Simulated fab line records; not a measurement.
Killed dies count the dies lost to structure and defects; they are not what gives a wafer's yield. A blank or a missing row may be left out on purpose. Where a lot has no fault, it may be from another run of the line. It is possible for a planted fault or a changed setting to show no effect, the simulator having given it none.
Lot-split experiment | flow n5-finfet | on a route of 1938 steps: 7 lots, 39 wafers read

## THE SPLIT ITSELF
At N5_BEOL_M13_ETCH_68 (etches SOC in N2/H2, time 355 s), the setting time-s was moved away from the recipe's 355 s on 18 of the 39 wafers read, by -32.5% to +49.7%. The other wafers ran this setting at the recipe's value.

The reading is taken at the split's own step.

## THE READING
SiARC_of_BEOL_M13_COAT_66.thk-nm (the simulator's own value, which no gauge read), in nm, at N5_BEOL_M13_ETCH_68 (etches SOC in N2/H2, time 355 s). No usual value for it is given in the file. Here, 21 wafers ran the recipe; their average is 77.0 nm with a standard deviation of 0.43 nm.

wafer  | tool, chamber at the split | time-s as run, s | against the recipe | SiARC_of_BEOL_M13_COAT_66.thk-nm, nm | against lot-mates on the recipe
L076.1 | rie-diel-05, 2             | 355              | recipe             | 76.8                                 | -
L076.4 | rie-diel-05, 3             | 355              | recipe             | 77.4                                 | -
L076.5 | rie-diel-05, 2             | 355              | recipe             | 77.2                                 | -
L080.1 | rie-diel-01, 0,1           | 355              | recipe             | 77                                   | -
L080.3 | rie-diel-01, 0,1           | 355              | recipe             | 77                                   | -
L080.2 | rie-diel-01, 3             | 418              | +17.7%             | 72.4                                 | -4.7
L080.4 | rie-diel-01, 2             | 418              | +17.7%             | 70.8                                 | -6.3
L080.5 | rie-diel-01, 1             | 355              | recipe             | 77.4                                 | -
L080.6 | rie-diel-01, 0             | 418              | +17.7%             | 71.4                                 | -5.7
L085.1 | rie-diel-03, 2             | 355              | recipe             | 76.6                                 | -
L085.2 | rie-diel-03, 0             | 531.6            | +49.7%             | 61                                   | -15.7
L085.3 | rie-diel-03, 3             | 355              | recipe             | 76.2                                 | -
L085.4 | rie-diel-03, 1             | 531.6            | +49.7%             | 60.4                                 | -16.3
L085.5 | rie-diel-03, 1             | 531.6            | +49.7%             | 60.6                                 | -16.1
L085.6 | rie-diel-03, 0             | 355              | recipe             | 77.4                                 | -
L089.1 | rie-diel-01, 3             | 414.9            | +16.9%             | 72.6                                 | -4.2
L089.2 | rie-diel-01, 1             | 414.9            | +16.9%             | 71                                   | -5.8
L089.3 | rie-diel-01, 2             | 414.9            | +16.9%             | 71.4                                 | -5.4
L089.4 | rie-diel-01, 0             | 355              | recipe             | 76.4                                 | -
L089.5 | rie-diel-01, 1             | 355              | recipe             | 77.2                                 | -
L089.6 | rie-diel-01, 2             | 355              | recipe             | 76.8                                 | -
L093.1 | rie-diel-03, 0,1           | 355              | recipe             | 77.6                                 | -
L093.6 | rie-diel-03, 0,1           | 355              | recipe             | 77.6                                 | -
L093.2 | rie-diel-03, 2             | 430              | +21.1%             | 70.6                                 | -6.7
L093.3 | rie-diel-03, 1             | 430              | +21.1%             | 70.4                                 | -6.9
L093.4 | rie-diel-03, 3             | 355              | recipe             | 76.8                                 | -
L093.5 | rie-diel-03, 2             | 430              | +21.1%             | 70.2                                 | -7.1
L094.1 | rie-diel-03, 3             | 355              | recipe             | 76.2                                 | -
L094.2 | rie-diel-03, 0,2           | 239.6            | -32.5%             | 87.8                                 | +11.1
L094.5 | rie-diel-03, 0,2           | 239.6            | -32.5%             | 87.8                                 | +11.1
L094.3 | rie-diel-03, 2             | 355              | recipe             | 77.4                                 | -
L094.4 | rie-diel-03, 1             | 239.6            | -32.5%             | 88.4                                 | +11.7
L094.6 | rie-diel-03, 3             | 355              | recipe             | 76.4                                 | -
L096.1 | rie-diel-01, 1             | 355              | recipe             | 77                                   | -
L096.2 | rie-diel-01, 3             | 449.7            | +26.7%             | 67.6                                 | -9.5
L096.3 | rie-diel-01, 2             | 449.7            | +26.7%             | 68.4                                 | -8.7
L096.4 | rie-diel-01, 0             | 449.7            | +26.7%             | 68                                   | -9.1
L096.5 | rie-diel-01, 1,2           | 355              | recipe             | 77.2                                 | -
L096.6 | rie-diel-01, 1,2           | 355              | recipe             | 77.2                                 | -
When a row names more than one chamber, that row covers several wafers, and the file does not tell which wafer ran in which chamber.

FIT RESULTS
A straight line over all 39 wafers: SiARC_of_BEOL_M13_COAT_66.thk-nm changes by -0.33 nm for each +1% of time-s; r = -1.00; the points scatter about the line by 0.48 nm.
The same after taking each lot's own level away (the mean of its wafers on the recipe; 39 wafers): -0.332 nm for each +1%; r = -1.00; scatter 0.47 nm.
Per that fit: largest time-s move, reading shift of 17 nm.
Measured against the standard deviation above, the lots' own levels, which go from 76.67 to 77.33 nm, span 1.6 times it.
The two slopes are in agreement: the lot-to-lot level therefore moves the slope only a little.
Check: with one of the wafers moved furthest among these (+49.7%) left out of the fit, the line predicts -16.5 nm for it against its lot-mates. It came out at -15.7 nm against them.

## OTHER SPLITS APPLIED TO THESE WAFERS
Note: prior to the reading, these wafers also went through further splits. Each is held against what the fit with the lots' levels taken away leaves over:
other split on the same wafers   | wafers away from the commonest value | r with SiARC_of_BEOL_M13_COAT_66.thk-nm (lot level and that fit taken away)
N5_BEOL_M4_TRENCH_ETCH_37 time-s | 15                                   | -0.27
N5_BEOL_M9_CVD_78 target-thk-a   | 18                                   | -0.09

## THE FILE'S OWN FIT
SiARC_of_BEOL_M13_COAT_66.thk-nm changes by -0.33 nm for each +1% of time-s, r = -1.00.
